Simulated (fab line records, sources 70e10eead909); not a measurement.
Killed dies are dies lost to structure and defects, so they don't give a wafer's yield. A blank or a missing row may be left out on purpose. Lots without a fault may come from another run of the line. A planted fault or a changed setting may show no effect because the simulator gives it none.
Chamber matching | flow nand_harc | NHARC_P_M0_ETCH_34 on rie_diel-09: 4 sister chambers
The step etches the open film in N2/H2, target depth 40 nm, overetch 12 nm, time 43.94 s. 18 wafers are shown with their chamber, then 9 later ones without.

WAFERS WITH THEIR CHAMBER
wafer  | chamber | drypump_motor_current_A (A) | showerhead_plenum_p_Torr (Torr) | rf_vpp_V (V)
L074.2 | 0       | 5.3                         | 2.07                            | 430.6
L074.3 | 1       | 5.6                         | 2.16                            | 433.8
L074.4 | 3       | 6.6                         | 2.15                            | 434.8
L075.2 | 3       | 6.6                         | 2.15                            | 432.4
L075.3 | 0       | 5.3                         | 2.07                            | 430.9
L075.5 | 0       | 5.3                         | 2.07                            | 431.6
L080.3 | 3       | 6.6                         | 2.15                            | 434.6
L080.4 | 0       | 5.3                         | 2.06                            | 431.6
L080.6 | 2       | 5.5                         | 2.10                            | 431.2
L082.1 | 2       | 5.5                         | 2.10                            | 432.0
L082.4 | 1       | 5.5                         | 2.15                            | 433.0
L082.5 | 2       | 5.5                         | 2.10                            | 433.0
L083.1 | 1       | 5.5                         | 2.15                            | 434.7
L083.2 | 2       | 5.5                         | 2.09                            | 431.5
L083.6 | 3       | 6.6                         | 2.14                            | 433.5
L092.1 | 1       | 5.6                         | 2.14                            | 434.5
L092.2 | 2       | 5.5                         | 2.08                            | 432.3
L092.4 | 3       | 6.6                         | 2.13                            | 432.5

SIGNATURES (means of the wafers above)
reading                  | chamber 0 | chamber 1 | chamber 2 | chamber 3 | scatter within a chamber
drypump_motor_current_A  | 5.300     | 5.550     | 5.500     | 6.600     | 0.0267
showerhead_plenum_p_Torr | 2.0675    | 2.1500    | 2.0940    | 2.1440    | 0.00808
rf_vpp_V                 | 431.175   | 434.000   | 432.000   | 433.560   | 0.829
Rule: a wafer's distance from a chamber is the root of the sum, over the readings, of the square of ((its reading less the chamber's mean) divided by the reading's scatter). The wafer belongs to the nearest chamber; if the next one is less than 2 further off, it can't be placed. The scatter: the root of (the sum of the squares of (reading less its chamber's mean) over the shown wafers, divided by (wafers less chambers)).

WAFERS WITHOUT THEIR CHAMBER
wafer  | drypump_motor_current_A (A) | showerhead_plenum_p_Torr (Torr) | rf_vpp_V (V)
L094.1 | 6.6                         | 2.13                            | 433.0
L094.4 | 6.6                         | 2.13                            | 433.1
L094.5 | 5.5                         | 2.08                            | 431.1
L095.1 | 5.5                         | 2.08                            | 432.6
L095.3 | 6.6                         | 2.13                            | 432.6
L095.4 | 5.5                         | 2.08                            | 431.6
L096.1 | 5.4                         | 2.05                            | 430.1
L096.2 | 6.6                         | 2.13                            | 433.8
L096.3 | 5.5                         | 2.08                            | 432.7

WHICH CHAMBER EACH WENT THROUGH
wafer  | from the rows above | in truth
L094.1 | 3                   | 3
L094.4 | 3                   | 3
L094.5 | 2                   | 2
L095.1 | 2                   | 2
L095.3 | 3                   | 3
L095.4 | 2                   | 2
L096.1 | 0                   | 0
L096.2 | 3                   | 3
L096.3 | 2                   | 2
Placed correctly: 9 of 9. Can't be placed from these rows: 0. Placed wrongly: 0.
